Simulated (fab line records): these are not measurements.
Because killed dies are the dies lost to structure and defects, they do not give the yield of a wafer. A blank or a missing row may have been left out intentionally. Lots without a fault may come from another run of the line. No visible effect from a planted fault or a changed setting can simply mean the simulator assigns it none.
fab line records / flow nand-harc / part 2 of 2: steps 25 to 34 of 34
record: lots: 5 wafers: 15 last-day: 24
route steps=1159 shown A_WL_FILL@814 A_CONTACT@840
lots that met no fault: taken from a fault-free run of the same line
start-h: the number of hours between the record's first day and the start of the first shown wafer of the lot / wait-h: hours since the lot's step before / " the same as in the row above / L1.1+2: a row that stands for several wafers / - either no value or no given start / * or withheld: withheld / < > ~ a bound
route shown NAME@n: NAME is a module with steps in the file, n the number in the route of the first one / usual: average and standard deviation across the fault-free wafers / same: alike in all rows / chamber/n: place in a boat / sites: the reading at each site / _std_site: standard deviation across them / _edge_site: outer sites' mean less inner sites' / radius-mm: how far each site lies from the wafer's centre / mask NAME#n: copy n / behind: the most recent tool/chamber to have shaped the wafer / hold: what put the lot on hold/how long, in hours/how the hold closed / device: which transistor (n, p or np) failed to switch / end of line: the same wafers' tests at the end of the route / a step with no rows: only its recipe / killed: dies that structure and defects cost at the first sort, which is not the same as the wafer's yield / map: per-die view of a wafer (x killed, . not killed, _ where there is no die)
set.NAME: the run value of the setting; set.NAME@STEP: its run value at that earlier step / model.NAME: the simulator's own value behind a step, which no gauge read
lots at selected steps of the route; one table per step, one row per wafer
services: the hour from which a tool's chamber was out of use, counted from the record's first day as start-h (under 0 if before that day), plus the number of hours and why
== steps ==
step: NHARC_A_CONTACT_DEP_29
recipe: target-thk-a: 700 target-thk-nm: 70 temp-c: 400 pressure-torr: 3.5 flow-sccm: 200 rf-w: 350 material: SiON
usual: heater-power-w: 739/73
lot.wafer=L074.3 tool=pecvd-04 chamber=1 start-h=370.42 wait-h=1.1 heater-power-w=675
lot.wafer=L074.2 tool=pecvd-04 chamber=2 start-h=370.42 wait-h=1.1 heater-power-w=840
lot.wafer=L074.4 tool=pecvd-04 chamber=1 start-h=370.42 wait-h=1.1 heater-power-w=712
lot.wafer=L080.1 tool=pecvd-04 chamber=0 start-h=418.66 wait-h=1.9 heater-power-w=672
lot.wafer=L080.5 tool=pecvd-04 chamber=0 start-h=418.66 wait-h=1.9 heater-power-w=662
lot.wafer=L080.6 tool=pecvd-04 chamber=1 start-h=418.66 wait-h=1.9 heater-power-w=685
lot.wafer=L082.3 tool=pecvd-04 chamber=0 start-h=426.49 wait-h=1.1 heater-power-w=672
lot.wafer=L082.6 tool=pecvd-04 chamber=0 start-h=426.49 wait-h=1.1 heater-power-w=686
lot.wafer=L082.4 tool=pecvd-04 chamber=1 start-h=426.49 wait-h=1.1 heater-power-w=613
lot.wafer=L087.6 tool=pecvd-03 chamber=2 start-h=456.48 wait-h=0.1 heater-power-w=783
lot.wafer=L087.5 tool=pecvd-03 chamber=0 start-h=456.48 wait-h=0.1 heater-power-w=684
lot.wafer=L087.4 tool=pecvd-03 chamber=1 start-h=456.48 wait-h=0.1 heater-power-w=672
lot.wafer=L091.1 tool=pecvd-01 chamber=2 start-h=474.58 wait-h=1.8 heater-power-w=739
lot.wafer=L091.2 tool=pecvd-01 chamber=0 start-h=474.58 wait-h=1.8 heater-power-w=718
lot.wafer=L091.3 tool=pecvd-01 chamber=1 start-h=474.58 wait-h=1.8 heater-power-w=731
step: NHARC_A_CONTACT_DEHYDRATE_32
recipe: temp-c: 150 time-s: 120
usual: heater-power-total-W: 182.5/1.3 resist-line-temp-C: 23.00/0.1
lot.wafer=L074.2 tool=litho-track-01 chamber=0 start-h=370.69 wait-h=0.2 heater-power-total-W=181.4 resist-line-temp-C=22.77
lot.wafer=L074.3 tool=litho-track-01 chamber=0 start-h=370.69 wait-h=0.2 heater-power-total-W=183.3 resist-line-temp-C=22.91
lot.wafer=L074.4 tool=litho-track-01 chamber=0 start-h=370.69 wait-h=0.2 heater-power-total-W=182.9 resist-line-temp-C=22.91
lot.wafer=L080.1 tool=litho-track-06 chamber=0 start-h=418.93 wait-h=0.2 heater-power-total-W=184.7 resist-line-temp-C=22.93
lot.wafer=L080.5 tool=litho-track-06 chamber=0 start-h=418.93 wait-h=0.2 heater-power-total-W=183.9 resist-line-temp-C=22.97
lot.wafer=L080.6 tool=litho-track-06 chamber=0 start-h=418.93 wait-h=0.2 heater-power-total-W=183.9 resist-line-temp-C=23.05
lot.wafer=L082.3 tool=litho-track-04 chamber=0 start-h=426.76 wait-h=0.2 heater-power-total-W=182.7 resist-line-temp-C=23.00
lot.wafer=L082.4 tool=litho-track-04 chamber=0 start-h=426.76 wait-h=0.2 heater-power-total-W=183.3 resist-line-temp-C=23.03
lot.wafer=L082.6 tool=litho-track-04 chamber=0 start-h=426.76 wait-h=0.2 heater-power-total-W=181.7 resist-line-temp-C=23.09
lot.wafer=L087.4 tool=litho-track-04 chamber=0 start-h=456.67 wait-h=0.1 heater-power-total-W=184.4 resist-line-temp-C=23.16
lot.wafer=L087.5 tool=litho-track-04 chamber=0 start-h=456.67 wait-h=0.1 heater-power-total-W=183.9 resist-line-temp-C=22.88
lot.wafer=L087.6 tool=litho-track-04 chamber=0 start-h=456.67 wait-h=0.1 heater-power-total-W=183.6 resist-line-temp-C=22.87
lot.wafer=L091.1 tool=litho-track-06 chamber=0 start-h=474.85 wait-h=0.2 heater-power-total-W=181.6 resist-line-temp-C=22.92
lot.wafer=L091.2 tool=litho-track-06 chamber=0 start-h=474.85 wait-h=0.2 heater-power-total-W=181.5 resist-line-temp-C=22.98
lot.wafer=L091.3 tool=litho-track-06 chamber=0 start-h=474.85 wait-h=0.2 heater-power-total-W=183.5 resist-line-temp-C=22.91
step: NHARC_A_CONTACT_HMDS_33
recipe: time-s: 30
usual: resist-line-temp-C: 23.01/0.1
lot.wafer=L074.2 tool=litho-track-01 chamber=0 start-h=- wait-h=- resist-line-temp-C=22.86
lot.wafer=L074.3 tool=litho-track-01 chamber=0 start-h=- wait-h=- resist-line-temp-C=23.01
lot.wafer=L074.4 tool=litho-track-01 chamber=0 start-h=- wait-h=- resist-line-temp-C=22.94
lot.wafer=L080.1 tool=litho-track-06 chamber=0 start-h=- wait-h=- resist-line-temp-C=22.93
lot.wafer=L080.5 tool=litho-track-06 chamber=0 start-h=- wait-h=- resist-line-temp-C=22.96
lot.wafer=L080.6 tool=litho-track-06 chamber=0 start-h=- wait-h=- resist-line-temp-C=22.88
lot.wafer=L082.3 tool=litho-track-04 chamber=0 start-h=- wait-h=- resist-line-temp-C=23.08
lot.wafer=L082.4 tool=litho-track-04 chamber=0 start-h=- wait-h=- resist-line-temp-C=23.02
lot.wafer=L082.6 tool=litho-track-04 chamber=0 start-h=- wait-h=- resist-line-temp-C=23.09
lot.wafer=L087.4 tool=litho-track-04 chamber=0 start-h=- wait-h=- resist-line-temp-C=22.76
lot.wafer=L087.5 tool=litho-track-04 chamber=0 start-h=- wait-h=- resist-line-temp-C=22.82
lot.wafer=L087.6 tool=litho-track-04 chamber=0 start-h=- wait-h=- resist-line-temp-C=23.05
lot.wafer=L091.1 tool=litho-track-06 chamber=0 start-h=- wait-h=- resist-line-temp-C=23.16
lot.wafer=L091.2 tool=litho-track-06 chamber=0 start-h=- wait-h=- resist-line-temp-C=23.04
lot.wafer=L091.3 tool=litho-track-06 chamber=0 start-h=- wait-h=- resist-line-temp-C=23.23
step: NHARC_A_CONTACT_COAT_34
recipe: temp-c: 260 time-s: 75
usual: heater-power-total-W: 486.7/1.6 resist-line-temp-C: 23.00/0.12
lot.wafer=L074.2 tool=litho-track-01 chamber=0 start-h=- wait-h=- heater-power-total-W=484.8 resist-line-temp-C=22.95
lot.wafer=L074.3 tool=litho-track-01 chamber=0 start-h=- wait-h=- heater-power-total-W=486.6 resist-line-temp-C=22.98
lot.wafer=L074.4 tool=litho-track-01 chamber=0 start-h=- wait-h=- heater-power-total-W=486.8 resist-line-temp-C=23.18
lot.wafer=L080.1 tool=litho-track-06 chamber=0 start-h=- wait-h=- heater-power-total-W=487.3 resist-line-temp-C=23.00
lot.wafer=L080.5 tool=litho-track-06 chamber=0 start-h=- wait-h=- heater-power-total-W=489.5 resist-line-temp-C=23.23
lot.wafer=L080.6 tool=litho-track-06 chamber=0 start-h=- wait-h=- heater-power-total-W=489.5 resist-line-temp-C=23.12
lot.wafer=L082.3 tool=litho-track-04 chamber=0 start-h=- wait-h=- heater-power-total-W=486.0 resist-line-temp-C=23.02
lot.wafer=L082.4 tool=litho-track-04 chamber=0 start-h=- wait-h=- heater-power-total-W=489.3 resist-line-temp-C=22.85
lot.wafer=L082.6 tool=litho-track-04 chamber=0 start-h=- wait-h=- heater-power-total-W=488.5 resist-line-temp-C=22.81
lot.wafer=L087.4 tool=litho-track-04 chamber=0 start-h=- wait-h=- heater-power-total-W=487.5 resist-line-temp-C=23.17
lot.wafer=L087.5 tool=litho-track-04 chamber=0 start-h=- wait-h=- heater-power-total-W=489.6 resist-line-temp-C=23.05
lot.wafer=L087.6 tool=litho-track-04 chamber=0 start-h=- wait-h=- heater-power-total-W=485.6 resist-line-temp-C=23.10
lot.wafer=L091.1 tool=litho-track-06 chamber=0 start-h=- wait-h=- heater-power-total-W=484.9 resist-line-temp-C=22.81
lot.wafer=L091.2 tool=litho-track-06 chamber=0 start-h=- wait-h=- heater-power-total-W=488.1 resist-line-temp-C=22.94
lot.wafer=L091.3 tool=litho-track-06 chamber=0 start-h=- wait-h=- heater-power-total-W=487.5 resist-line-temp-C=23.05
step: NHARC_A_CONTACT_COAT_35
recipe: temp-c: 225 time-s: 65
usual: heater-power-total-W: 446.7/2 resist-line-temp-C: 23.03/0.1
lot.wafer=L074.2 tool=litho-track-01 chamber=0 start-h=- wait-h=- heater-power-total-W=447.2 resist-line-temp-C=23.05
lot.wafer=L074.3 tool=litho-track-01 chamber=0 start-h=- wait-h=- heater-power-total-W=445.0 resist-line-temp-C=23.12
lot.wafer=L074.4 tool=litho-track-01 chamber=0 start-h=- wait-h=- heater-power-total-W=445.7 resist-line-temp-C=22.92
lot.wafer=L080.1 tool=litho-track-06 chamber=0 start-h=- wait-h=- heater-power-total-W=447.9 resist-line-temp-C=22.90
lot.wafer=L080.5 tool=litho-track-06 chamber=0 start-h=- wait-h=- heater-power-total-W=445.8 resist-line-temp-C=23.00
lot.wafer=L080.6 tool=litho-track-06 chamber=0 start-h=- wait-h=- heater-power-total-W=446.5 resist-line-temp-C=23.02
lot.wafer=L082.3 tool=litho-track-04 chamber=0 start-h=- wait-h=- heater-power-total-W=443.9 resist-line-temp-C=23.22
lot.wafer=L082.4 tool=litho-track-04 chamber=0 start-h=- wait-h=- heater-power-total-W=446.3 resist-line-temp-C=22.99
lot.wafer=L082.6 tool=litho-track-04 chamber=0 start-h=- wait-h=- heater-power-total-W=447.7 resist-line-temp-C=23.14
lot.wafer=L087.4 tool=litho-track-04 chamber=0 start-h=- wait-h=- heater-power-total-W=445.7 resist-line-temp-C=22.91
lot.wafer=L087.5 tool=litho-track-04 chamber=0 start-h=- wait-h=- heater-power-total-W=448.6 resist-line-temp-C=23.09
lot.wafer=L087.6 tool=litho-track-04 chamber=0 start-h=- wait-h=- heater-power-total-W=446.9 resist-line-temp-C=23.11
lot.wafer=L091.1 tool=litho-track-06 chamber=0 start-h=- wait-h=- heater-power-total-W=446.0 resist-line-temp-C=23.13
lot.wafer=L091.2 tool=litho-track-06 chamber=0 start-h=- wait-h=- heater-power-total-W=449.5 resist-line-temp-C=23.17
lot.wafer=L091.3 tool=litho-track-06 chamber=0 start-h=- wait-h=- heater-power-total-W=448.0 resist-line-temp-C=23.03
step: NHARC_A_CONTACT_COAT_36
recipe: spin-rpm: 1500 resist-thk-nm: 90
usual: dispense-pressure-kPa: 50.5/1.8 resist-line-temp-C: 23.00/0.11
lot.wafer=L074.2 tool=litho-track-01 chamber=0 start-h=- wait-h=- dispense-pressure-kPa=52.7 resist-line-temp-C=22.95
lot.wafer=L074.3 tool=litho-track-01 chamber=0 start-h=- wait-h=- dispense-pressure-kPa=52.7 resist-line-temp-C=22.98
lot.wafer=L074.4 tool=litho-track-01 chamber=0 start-h=- wait-h=- dispense-pressure-kPa=52.7 resist-line-temp-C=22.84
lot.wafer=L080.1 tool=litho-track-06 chamber=0 start-h=- wait-h=- dispense-pressure-kPa=49.3 resist-line-temp-C=23.04
lot.wafer=L080.5 tool=litho-track-06 chamber=0 start-h=- wait-h=- dispense-pressure-kPa=49.3 resist-line-temp-C=23.07
lot.wafer=L080.6 tool=litho-track-06 chamber=0 start-h=- wait-h=- dispense-pressure-kPa=49.3 resist-line-temp-C=22.97
lot.wafer=L082.3 tool=litho-track-04 chamber=0 start-h=- wait-h=- dispense-pressure-kPa=48.8 resist-line-temp-C=23.11
lot.wafer=L082.4 tool=litho-track-04 chamber=0 start-h=- wait-h=- dispense-pressure-kPa=48.8 resist-line-temp-C=23.05
lot.wafer=L082.6 tool=litho-track-04 chamber=0 start-h=- wait-h=- dispense-pressure-kPa=48.8 resist-line-temp-C=23.17
lot.wafer=L087.4 tool=litho-track-04 chamber=0 start-h=- wait-h=- dispense-pressure-kPa=48.8 resist-line-temp-C=23.08
lot.wafer=L087.5 tool=litho-track-04 chamber=0 start-h=- wait-h=- dispense-pressure-kPa=48.8 resist-line-temp-C=23.07
lot.wafer=L087.6 tool=litho-track-04 chamber=0 start-h=- wait-h=- dispense-pressure-kPa=48.8 resist-line-temp-C=23.31
lot.wafer=L091.1 tool=litho-track-06 chamber=0 start-h=- wait-h=- dispense-pressure-kPa=49.3 resist-line-temp-C=23.09
lot.wafer=L091.2 tool=litho-track-06 chamber=0 start-h=- wait-h=- dispense-pressure-kPa=49.3 resist-line-temp-C=23.12
lot.wafer=L091.3 tool=litho-track-06 chamber=0 start-h=- wait-h=- dispense-pressure-kPa=49.4 resist-line-temp-C=23.16
step: NHARC_A_CONTACT_SOFTBAKE_37
recipe: temp-c: 105 time-s: 55
usual: heater-power-total-W: 188.44/0.14 resist-line-temp-C: 23.02/0.1
lot.wafer=L074.2 tool=litho-track-01 chamber=0 start-h=- wait-h=- heater-power-total-W=188.30 resist-line-temp-C=23.14
lot.wafer=L074.3 tool=litho-track-01 chamber=0 start-h=- wait-h=- heater-power-total-W=188.74 resist-line-temp-C=22.96
lot.wafer=L074.4 tool=litho-track-01 chamber=0 start-h=- wait-h=- heater-power-total-W=188.64 resist-line-temp-C=23.07
lot.wafer=L080.1 tool=litho-track-06 chamber=0 start-h=- wait-h=- heater-power-total-W=188.49 resist-line-temp-C=23.23
lot.wafer=L080.5 tool=litho-track-06 chamber=0 start-h=- wait-h=- heater-power-total-W=188.47 resist-line-temp-C=23.21
lot.wafer=L080.6 tool=litho-track-06 chamber=0 start-h=- wait-h=- heater-power-total-W=188.35 resist-line-temp-C=23.29
lot.wafer=L082.3 tool=litho-track-04 chamber=0 start-h=- wait-h=- heater-power-total-W=188.43 resist-line-temp-C=23.16
lot.wafer=L082.4 tool=litho-track-04 chamber=0 start-h=- wait-h=- heater-power-total-W=188.43 resist-line-temp-C=23.07
lot.wafer=L082.6 tool=litho-track-04 chamber=0 start-h=- wait-h=- heater-power-total-W=188.61 resist-line-temp-C=22.96
lot.wafer=L087.4 tool=litho-track-04 chamber=0 start-h=- wait-h=- heater-power-total-W=188.34 resist-line-temp-C=22.65
lot.wafer=L087.5 tool=litho-track-04 chamber=0 start-h=- wait-h=- heater-power-total-W=188.34 resist-line-temp-C=22.79
lot.wafer=L087.6 tool=litho-track-04 chamber=0 start-h=- wait-h=- heater-power-total-W=188.47 resist-line-temp-C=22.91
lot.wafer=L091.1 tool=litho-track-06 chamber=0 start-h=- wait-h=- heater-power-total-W=188.46 resist-line-temp-C=22.98
lot.wafer=L091.2 tool=litho-track-06 chamber=0 start-h=- wait-h=- heater-power-total-W=188.35 resist-line-temp-C=22.91
lot.wafer=L091.3 tool=litho-track-06 chamber=0 start-h=- wait-h=- heater-power-total-W=188.38 resist-line-temp-C=22.95
step: NHARC_A_CONTACT_EBR_38
usual: resist-line-temp-C: 22.99/0.11
lot.wafer=L074.2 tool=litho-track-01 chamber=0 start-h=- wait-h=- resist-line-temp-C=22.99
lot.wafer=L074.3 tool=litho-track-01 chamber=0 start-h=- wait-h=- resist-line-temp-C=22.93
lot.wafer=L074.4 tool=litho-track-01 chamber=0 start-h=- wait-h=- resist-line-temp-C=22.94
lot.wafer=L080.1 tool=litho-track-06 chamber=0 start-h=- wait-h=- resist-line-temp-C=23.02
lot.wafer=L080.5 tool=litho-track-06 chamber=0 start-h=- wait-h=- resist-line-temp-C=23.02
lot.wafer=L080.6 tool=litho-track-06 chamber=0 start-h=- wait-h=- resist-line-temp-C=23.12
lot.wafer=L082.3 tool=litho-track-04 chamber=0 start-h=- wait-h=- resist-line-temp-C=23.11
lot.wafer=L082.4 tool=litho-track-04 chamber=0 start-h=- wait-h=- resist-line-temp-C=22.84
lot.wafer=L082.6 tool=litho-track-04 chamber=0 start-h=- wait-h=- resist-line-temp-C=22.99
lot.wafer=L087.4 tool=litho-track-04 chamber=0 start-h=- wait-h=- resist-line-temp-C=23.07
lot.wafer=L087.5 tool=litho-track-04 chamber=0 start-h=- wait-h=- resist-line-temp-C=23.12
lot.wafer=L087.6 tool=litho-track-04 chamber=0 start-h=- wait-h=- resist-line-temp-C=23.01
lot.wafer=L091.1 tool=litho-track-06 chamber=0 start-h=- wait-h=- resist-line-temp-C=22.87
lot.wafer=L091.2 tool=litho-track-06 chamber=0 start-h=- wait-h=- resist-line-temp-C=22.95
lot.wafer=L091.3 tool=litho-track-06 chamber=0 start-h=- wait-h=- resist-line-temp-C=23.03
step: NHARC_A_CONTACT_EXPOSE_39
recipe: na: 1.35 sigma-outer: 0.8 dose-mj: 58.79 mask-id: A_CC_3
usual: exposure-dose-mJ-cm2: 58.76/0.068
lot.wafer=L074.2 tool=arfi-scanner-03 chamber=0 start-h=370.88 wait-h=- mask=A_CC_3#0 exposure-dose-mJ-cm2=58.70
lot.wafer=L074.3 tool=arfi-scanner-03 chamber=0 start-h=370.88 wait-h=- mask=A_CC_3#0 exposure-dose-mJ-cm2=58.82
lot.wafer=L074.4 tool=arfi-scanner-03 chamber=0 start-h=370.88 wait-h=- mask=A_CC_3#0 exposure-dose-mJ-cm2=58.88
lot.wafer=L080.1 tool=arfi-scanner-01 chamber=0 start-h=419.11 wait-h=- mask=A_CC_3#0 exposure-dose-mJ-cm2=58.80
lot.wafer=L080.5 tool=arfi-scanner-01 chamber=0 start-h=419.11 wait-h=- mask=A_CC_3#0 exposure-dose-mJ-cm2=58.75
lot.wafer=L080.6 tool=arfi-scanner-01 chamber=0 start-h=419.11 wait-h=- mask=A_CC_3#0 exposure-dose-mJ-cm2=58.77
lot.wafer=L082.3 tool=arfi-scanner-03 chamber=0 start-h=427.08 wait-h=- mask=A_CC_3#0 exposure-dose-mJ-cm2=58.88
lot.wafer=L082.4 tool=arfi-scanner-03 chamber=0 start-h=427.08 wait-h=- mask=A_CC_3#0 exposure-dose-mJ-cm2=58.85
lot.wafer=L082.6 tool=arfi-scanner-03 chamber=0 start-h=427.08 wait-h=- mask=A_CC_3#0 exposure-dose-mJ-cm2=58.78
lot.wafer=L087.4 tool=arfi-scanner-02 chamber=0 start-h=456.99 wait-h=- mask=A_CC_3#0 exposure-dose-mJ-cm2=58.73
lot.wafer=L087.5 tool=arfi-scanner-02 chamber=0 start-h=456.99 wait-h=- mask=A_CC_3#0 exposure-dose-mJ-cm2=58.73
lot.wafer=L087.6 tool=arfi-scanner-02 chamber=0 start-h=456.99 wait-h=- mask=A_CC_3#0 exposure-dose-mJ-cm2=58.74
lot.wafer=L091.1 tool=arfi-scanner-01 chamber=0 start-h=475.16 wait-h=- mask=A_CC_3#0 exposure-dose-mJ-cm2=58.68
lot.wafer=L091.2 tool=arfi-scanner-01 chamber=0 start-h=475.16 wait-h=- mask=A_CC_3#0 exposure-dose-mJ-cm2=58.69
lot.wafer=L091.3 tool=arfi-scanner-01 chamber=0 start-h=475.16 wait-h=- mask=A_CC_3#0 exposure-dose-mJ-cm2=58.80
step: NHARC_A_CONTACT_PEB_40
recipe: peb-temp-c: 100 peb-time-s: 65
usual: heater-power-total-W: 156.6/0.41 resist-line-temp-C: 23.01/0.11
lot.wafer=L074.2 tool=litho-track-01 chamber=0 start-h=370.93 wait-h=0.1 heater-power-total-W=156.9 resist-line-temp-C=22.93
lot.wafer=L074.3 tool=litho-track-01 chamber=0 start-h=370.93 wait-h=0.1 heater-power-total-W=157.1 resist-line-temp-C=23.04
lot.wafer=L074.4 tool=litho-track-01 chamber=0 start-h=370.93 wait-h=0.1 heater-power-total-W=156.0 resist-line-temp-C=23.01
lot.wafer=L080.1 tool=litho-track-04 chamber=0 start-h=419.17 wait-h=0.1 heater-power-total-W=156.5 resist-line-temp-C=23.06
lot.wafer=L080.5 tool=litho-track-04 chamber=0 start-h=419.17 wait-h=0.1 heater-power-total-W=156.9 resist-line-temp-C=23.04
lot.wafer=L080.6 tool=litho-track-04 chamber=0 start-h=419.17 wait-h=0.1 heater-power-total-W=156.2 resist-line-temp-C=22.89
lot.wafer=L082.3 tool=litho-track-04 chamber=0 start-h=427.13 wait-h=0.0 heater-power-total-W=157.1 resist-line-temp-C=23.09
lot.wafer=L082.4 tool=litho-track-04 chamber=0 start-h=427.13 wait-h=0.0 heater-power-total-W=156.4 resist-line-temp-C=23.26
lot.wafer=L082.6 tool=litho-track-04 chamber=0 start-h=427.13 wait-h=0.0 heater-power-total-W=157.0 resist-line-temp-C=23.05
lot.wafer=L087.4 tool=litho-track-06 chamber=0 start-h=457.04 wait-h=0.0 heater-power-total-W=157.0 resist-line-temp-C=23.14
lot.wafer=L087.5 tool=litho-track-06 chamber=0 start-h=457.04 wait-h=0.0 heater-power-total-W=157.1 resist-line-temp-C=23.05
lot.wafer=L087.6 tool=litho-track-06 chamber=0 start-h=457.04 wait-h=0.0 heater-power-total-W=156.6 resist-line-temp-C=22.96
lot.wafer=L091.1 tool=litho-track-01 chamber=0 start-h=475.22 wait-h=0.1 heater-power-total-W=156.4 resist-line-temp-C=22.87
lot.wafer=L091.2 tool=litho-track-01 chamber=0 start-h=475.22 wait-h=0.1 heater-power-total-W=157.1 resist-line-temp-C=22.99
lot.wafer=L091.3 tool=litho-track-01 chamber=0 start-h=475.22 wait-h=0.1 heater-power-total-W=156.1 resist-line-temp-C=23.12
== services ==
tool=wet-bench-03 chamber=- start-h=324.84 hours=8.0 kind=pm
tool=rie-metal-01 chamber=- start-h=332.00 hours=9.0 kind=pm
tool=pecvd-04 chamber=- start-h=332.43 hours=1.0 kind=repair
tool=pecvd-04 chamber=0 start-h=336.09 hours=3.7 kind=repair
tool=rie-metal-02 chamber=- start-h=357.21 hours=0.4 kind=repair
tool=rie-diel-03 chamber=3 start-h=358.07 hours=9.1 kind=repair
tool=plasma-asher-02 chamber=- start-h=360.03 hours=9.0 kind=pm
tool=rie-diel-03 chamber=2 start-h=360.13 hours=1.6 kind=repair
tool=pecvd-03 chamber=- start-h=374.67 hours=0.6 kind=repair
tool=pecvd-04 chamber=- start-h=376.11 hours=13.0 kind=pm
tool=rie-metal-02 chamber=- start-h=388.08 hours=9.0 kind=pm
tool=rie-diel-03 chamber=- start-h=392.30 hours=9.0 kind=pm
tool=rie-diel-03 chamber=0 start-h=411.49 hours=10.9 kind=repair
tool=pecvd-03 chamber=2 start-h=412.33 hours=5.0 kind=repair
tool=rie-diel-03 chamber=1 start-h=413.25 hours=2.9 kind=repair
tool=pecvd-01 chamber=- start-h=418.04 hours=13.0 kind=pm
tool=pecvd-04 chamber=- start-h=438.58 hours=0.4 kind=repair
tool=rie-metal-01 chamber=1 start-h=439.71 hours=4.9 kind=repair
tool=litho-track-01 chamber=- start-h=443.01 hours=7.0 kind=pm
tool=pecvd-03 chamber=- start-h=444.02 hours=0.9 kind=repair
tool=rie-metal-03 chamber=- start-h=453.00 hours=9.0 kind=pm
tool=wet-bench-06 chamber=- start-h=459.79 hours=1.3 kind=repair
tool=litho-track-06 chamber=- start-h=467.00 hours=7.0 kind=pm
tool=rie-metal-01 chamber=- start-h=467.87 hours=0.6 kind=repair
